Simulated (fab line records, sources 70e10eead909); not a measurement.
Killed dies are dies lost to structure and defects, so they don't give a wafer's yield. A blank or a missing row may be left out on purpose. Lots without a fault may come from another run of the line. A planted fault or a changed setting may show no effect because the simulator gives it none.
Chamber matching | flow nand_harc | NHARC_P_GATE_DESCUM_61 on rie_diel-10: 4 sister chambers
The step chemistry O2, time 3 s. 8 wafers are shown with their chamber, then 7 later ones without.

WAFERS WITH THEIR CHAMBER
wafer  | chamber | drypump_motor_current_A (A) | oes_product_au (a.u.)
L075.2 | 0       | 5.4                         | 1.002
L078.2 | 1       | 6.0                         | 1.025
L078.3 | 0       | 5.3                         | 1.018
L082.1 | 3       | 5.7                         | 1.019
L082.4 | 1       | 6.0                         | 1.025
L082.6 | 2       | 5.5                         | 0.999
L084.1 | 3       | 5.8                         | 1.028
L084.3 | 2       | 5.5                         | 0.999

WAFERS WITHOUT THEIR CHAMBER
wafer  | drypump_motor_current_A (A) | oes_product_au (a.u.)
L084.5 | 5.5                         | 0.992
L090.1 | 5.4                         | 1.003
L090.4 | 5.8                         | 1.007
L090.5 | 5.4                         | 0.994
L092.4 | 6.0                         | 0.996
L092.5 | 5.4                         | 0.987
L092.6 | 6.0                         | 0.997

WHICH CHAMBER EACH WENT THROUGH
wafer  | from the rows above     | in truth
L084.5 | 2                       | 2
L090.1 | can't be placed: 0 or 2 | 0
L090.4 | 3                       | 3
L090.5 | can't be placed: 2 or 0 | 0
L092.4 | 1                       | 1
L092.5 | can't be placed: 2 or 0 | 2
L092.6 | 1                       | 1
Placed correctly: 4 of 7. Can't be placed from these rows: 3 (the true chamber is among the candidates in 3). Placed wrongly: 0.
How it was worked out, from the rows above alone: a wafer's distance from a chamber is the root of the sum, over the readings, of the square of ((its reading less the chamber's mean) divided by the reading's scatter). The wafer belongs to the nearest chamber; if the next one is less than 2 further off, it can't be placed. A chamber's mean is the mean of its shown wafers. The scatter: the root of (the sum of the squares of (reading less its chamber's mean) over the shown wafers, divided by (wafers less chambers)).
